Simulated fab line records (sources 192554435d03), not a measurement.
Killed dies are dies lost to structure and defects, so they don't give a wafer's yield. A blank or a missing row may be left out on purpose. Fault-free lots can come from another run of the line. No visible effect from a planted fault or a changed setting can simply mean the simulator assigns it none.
Chamber matching    flow n5Finfet    N5_HKMG_FIN_ALD_74 on aldHk-01: 4 sister chambers
The step deposits La2O3, target thk 0.5 nm, pulse time 6 s, co reactant pulse time 1 s. 14 wafers are shown with their chamber, then 7 later ones without.

EACH WAFER AND ITS CHAMBER
wafer   chamber  heaterPowerW (W)  precursorPulseHeightRel  susceptorTempC (C)
L207.2  1        303               1.017                    250.41
L207.3  0        280               0.979                    250.20
L207.4  3        300               1.001                    250.00
L208.2  3        291               0.977                    250.01
L208.5  0        278               0.986                    250.17
L208.6  3        300               0.983                    249.84
L222.1  2        269               1.022                    250.08
L222.4  1        313               0.997                    249.86
L222.6  0        280               1.022                    250.04
L223.1  0        279               1.013                    249.97
L223.2  2        261               1.020                    250.03
L223.4  3        309               0.983                    249.97
L224.2  0        276               1.010                    250.02
L224.3  1        310               0.993                    249.94

SIGNATURES, as means of the wafers listed above
reading                  chamber 0  chamber 1  chamber 2  chamber 3  scatter within a chamber
heaterPowerW             278.60     308.67     265.00     300.00     5.08
precursorPulseHeightRel  1.00200    1.00233    1.02100    0.98600    0.0142
susceptorTempC           250.0800   250.0700   250.0550   249.9550   0.154
Rule: for each reading, subtract the chamber's mean from the wafer's reading, divide by that reading's scatter and square the result; add these up over the readings and take the root, which gives the wafer's distance from the chamber. The wafer belongs to the nearest chamber; if the next one is less than 2 further off, it can't be placed. The scatter: the root of (the sum of the squares of (reading less its chamber's mean) over the shown wafers, divided by (wafers less chambers)).

WAFERS WHOSE CHAMBER IS MISSING
wafer   heaterPowerW (W)  precursorPulseHeightRel  susceptorTempC (C)
L224.5  306               1.004                    250.07
L225.1  303               0.989                    249.94
L225.4  304               0.987                    249.80
L225.5  309               1.009                    249.85
L229.1  298               0.997                    249.82
L229.3  311               0.989                    250.00
L229.5  309               1.010                    250.13

WHICH CHAMBER EACH ONE RAN IN
wafer   from the rows above      in truth
L224.5  can't be placed: 1 or 3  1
L225.1  can't be placed: 3 or 1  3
L225.4  can't be placed: 3 or 1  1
L225.5  can't be placed: 1 or 3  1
L229.1  can't be placed: 3 or 1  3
L229.3  can't be placed: 1 or 3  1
L229.5  1                        1
1 of 7 placed correctly. Can't be placed from these rows: 6 (the true chamber is among the candidates in 6). Number placed wrongly: 0.
